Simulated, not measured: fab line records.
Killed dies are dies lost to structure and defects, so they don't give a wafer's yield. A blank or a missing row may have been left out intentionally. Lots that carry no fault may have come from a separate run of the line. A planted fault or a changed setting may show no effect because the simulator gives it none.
Tool commonality check + flow nand-harc + Sampled: 2 lots, 6 wafers

## REASON FOR OPENING
At NHARC_END_SORT_01 the reading killed-at-array is flagged on 2 of 2 lots. Wafers without a fault read 58, standard deviation 22.
Rule: a lot gets a flag if all its wafers with a number sit over 4 standard deviations from that mean, or if no wafer of it has a number. The rest of the lots are taken to be sound.

| lot  | measured     | on        | killed-at-array, wafer by wafer | flag    |
|------|--------------|-----------|---------------------------------|---------|
| L701 | day 33 03:52 | prober-02 | 673 674 673                     | FLAGGED |
| L700 | day 33 04:06 | prober-01 | 673 677 670                     | FLAGGED |
The numbers of the flagged lots are 673 on average: +615 against the usual, or +28 standard deviations.

## TOOL THAT RAN EACH LOT
4 process steps preceding the reading are held in the record, out of 1302 steps in the route. In each cell: the tool, then ch and the chambers that the sampled wafers went through, then the start.
| lot  | flag    | NHARC_A_CHANNEL_HOLE_D2_ETCH_22  | NHARC_A_CHANNEL_FILL_D2_ALD_02   | NHARC_A_CHANNEL_FILL_D2_ALD_14   | NHARC_A_CHANNEL_FILL_D2_STRIP_28   |
|------|---------|----------------------------------|----------------------------------|----------------------------------|------------------------------------|
| L701 | FLAGGED | har-etch-02 ch 0,1, day 22 02:19 | ald-hk-02 ch 0,1,3, day 22 07:25 | ald-hk-01 ch 1,2,3, day 22 14:19 | rie-diel-03 ch 1,2,3, day 23 07:22 |
| L700 | FLAGGED | har-etch-01 ch 0,1, day 22 06:44 | ald-hk-04 ch 2,3, day 22 11:46   | ald-hk-02 ch 0,1,3, day 22 18:53 | rie-diel-09 ch 0,3, day 23 12:37   |
These steps, and what they do:
- NHARC_A_CHANNEL_HOLE_D2_ETCH_22: etches the open film in C4F8/O2/Ar, time 666.7 s, target depth 1600 nm.
- NHARC_A_CHANNEL_FILL_D2_ALD_02: deposits SiO2, target thk 6 nm, pulse time 10 s, ald cycles 60.
- NHARC_A_CHANNEL_FILL_D2_ALD_14: deposits SiO2, target thk 2.5 nm, pulse time 10 s, ald cycles 25.
- NHARC_A_CHANNEL_FILL_D2_STRIP_28: strips in O2, time 20 s.
- NHARC_END_SORT_01

## FLAGGED AGAINST TOTAL, ONE TOOL AT A TIME (gauges that did the reading follow at the end)
| step                             | tool        | lots run | flagged | share of the flagged lots | sound lots run after its first flagged lot |
|----------------------------------|-------------|----------|---------|---------------------------|--------------------------------------------|
| NHARC_A_CHANNEL_HOLE_D2_ETCH_22  | har-etch-01 | 1        | 1       | some                      | 0                                          |
| NHARC_A_CHANNEL_HOLE_D2_ETCH_22  | har-etch-02 | 1        | 1       | some                      | 0                                          |
| NHARC_A_CHANNEL_FILL_D2_ALD_02   | ald-hk-02   | 1        | 1       | some                      | 0                                          |
| NHARC_A_CHANNEL_FILL_D2_ALD_02   | ald-hk-04   | 1        | 1       | some                      | 0                                          |
| NHARC_A_CHANNEL_FILL_D2_ALD_14   | ald-hk-01   | 1        | 1       | some                      | 0                                          |
| NHARC_A_CHANNEL_FILL_D2_ALD_14   | ald-hk-02   | 1        | 1       | some                      | 0                                          |
| NHARC_A_CHANNEL_FILL_D2_STRIP_28 | rie-diel-03 | 1        | 1       | some                      | 0                                          |
| NHARC_A_CHANNEL_FILL_D2_STRIP_28 | rie-diel-09 | 1        | 1       | some                      | 0                                          |
| NHARC_END_SORT_01                | prober-01   | 1        | 1       | some                      | 0                                          |
| NHARC_END_SORT_01                | prober-02   | 1        | 1       | some                      | 0                                          |

## THE TABLE: WHAT IT ALLOWS
No row of the table ran every flagged lot.

## WHAT THE SIMULATOR PUT IN
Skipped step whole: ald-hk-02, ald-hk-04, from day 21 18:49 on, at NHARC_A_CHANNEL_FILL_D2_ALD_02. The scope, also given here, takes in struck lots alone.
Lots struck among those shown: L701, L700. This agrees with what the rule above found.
